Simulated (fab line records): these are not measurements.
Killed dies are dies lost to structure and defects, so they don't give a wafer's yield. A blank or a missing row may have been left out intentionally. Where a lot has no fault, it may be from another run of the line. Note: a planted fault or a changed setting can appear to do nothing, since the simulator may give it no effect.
Lot-split experiment | flow n5Finfet | on a route of 1938 steps: 7 lots, 21 wafers read

== THE SPLIT ITSELF ==
At N5_BEOL_M0_SAQP_ETCH_106 (etches SOC in N2/H2, stops on SiNx, target depth 150 nm), the setting targetDepthA was moved away from the recipe's 1500 angstrom on 6 of the 21 wafers read, by -11.7% to +11.2%. All remaining wafers had this setting at the recipe value.

There is no step in the file separating the split from the reading.

== THE READING ==
SOC_of_BEOL_M0_SAQP_COAT_105.thkNm (the simulator's own value, which no gauge read), in nm, at N5_BEOL_M0_SAQP_ETCH_107 (etches SiNx in CH3F/O2, target depth 30 nm). The file gives no usual value for it. Here, 15 wafers ran the recipe; their average is 13.8 nm with a standard deviation of 1.9 nm.

wafer  | tool, chamber at the split | targetDepthA as run, angstrom | against the recipe | SOC_of_BEOL_M0_SAQP_COAT_105.thkNm, nm | against lot-mates on the recipe
L076.1 | rieDiel-03, 1              | 1500                          | recipe             | 15                                     | -
L076.5 | rieDiel-03, 1              | 1500                          | recipe             | 15                                     | -
L076.6 | rieDiel-03, 2              | 1500                          | recipe             | 13.4                                   | -
L078.2 | rieDiel-01, 2              | 1500                          | recipe             | 11                                     | -
L078.3 | rieDiel-01, 0              | 1500                          | recipe             | 15.2                                   | -
L078.5 | rieDiel-01, 2              | 1500                          | recipe             | 11                                     | -
L087.1 | rieDiel-01, 0              | 1500                          | recipe             | 16.4                                   | -
L087.5 | rieDiel-01, 0              | 1324                          | -11.7%             | 24                                     | +7.6
L087.6 | rieDiel-01, 1              | 1324                          | -11.7%             | 21.6                                   | +5.2
L088.1 | rieDiel-03, 3              | 1668                          | +11.2%             | 2.6                                    | -11.4
L088.3 | rieDiel-03, 1              | 1500                          | recipe             | 16                                     | -
L088.6 | rieDiel-03, 3              | 1500                          | recipe             | 12                                     | -
L089.4 | rieDiel-01, 0              | 1500                          | recipe             | 16                                     | -
L089.5 | rieDiel-01, 3              | 1598                          | +6.5%              | 7.6                                    | -6.7
L089.6 | rieDiel-01, 2              | 1500                          | recipe             | 12.6                                   | -
L091.1 | rieDiel-03, 0              | 1594                          | +6.3%              | 8.6                                    | -4.8
L091.4 | rieDiel-03, 3              | 1594                          | +6.3%              | 7.6                                    | -5.8
L091.6 | rieDiel-03, 0              | 1500                          | recipe             | 13.4                                   | -
L094.2 | rieDiel-01, 0              | 1500                          | recipe             | 16.2                                   | -
L094.5 | rieDiel-01, 2              | 1500                          | recipe             | 11.6                                   | -
L094.6 | rieDiel-01, 1              | 1500                          | recipe             | 12.8                                   | -

THE FIT
A straight line over all 21 wafers: SOC_of_BEOL_M0_SAQP_COAT_105.thkNm changes by -0.857 nm for each +1% of targetDepthA; r = -0.93; the points scatter about the line by 1.8 nm.
The same after taking each lot's own level away (the mean of its wafers on the recipe; 21 wafers): -0.737 nm for each +1%; r = -0.91; scatter 1.8 nm.
On that fit, the largest move of targetDepthA shifts the reading by 8.6 nm.
The span of the lots' own levels, 12.40 to 16.40 nm, comes to 2.1 times the standard deviation stated above.
Thus the slope moves with the lot-to-lot level: the two fits are different.
Check: with one of the wafers moved furthest among these (-11.7%) left out of the fit, the line predicts +8.38 nm for it against its lot-mates. Against them it came out at +7.6 nm.

== THESE WAFERS: OTHER SPLITS ==
Other splits were also applied to these wafers ahead of the reading. Each is held against what the fit with the lots' levels taken away leaves over:
other split on the same wafers        | wafers away from the commonest value | r with SOC_of_BEOL_M0_SAQP_COAT_105.thkNm (lot level and that fit taken away)
N5_MOL_CONTACT_COAG_ALD_123 aldCycles | 6                                    | +0.11
N5_MOL_CONTACT_COAG_COAT_76 spinRpm   | 6                                    | +0.16
N5_MOL_CONTACT_COAG_ETCH_124 biasW    | 10                                   | +0.07

== THE WHOLE CHAIN: every reading that the file lists as answering this split, in the file's order ==
step                     | what it does                                            | reading                                                                             | change (the file's fit)               | r (the file's)
N5_BEOL_M0_SAQP_ETCH_106 | etches SOC in N2/H2, stops on SiNx, target depth 150 nm | SOC_of_BEOL_M0_SAQP_COAT_105.thkNm (the simulator's own value, which no gauge read) | -0.801 nm for each +1% of the setting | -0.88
N5_BEOL_M0_SAQP_ETCH_107 | etches SiNx in CH3F/O2, target depth 30 nm              | SOC_of_BEOL_M0_SAQP_COAT_105.thkNm (the simulator's own value, which no gauge read) | -0.811 nm for each +1% of the setting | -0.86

== FILE'S OWN FIT ==
SOC_of_BEOL_M0_SAQP_COAT_105.thkNm changes by -0.811 nm for each +1% of targetDepthA, r = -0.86.
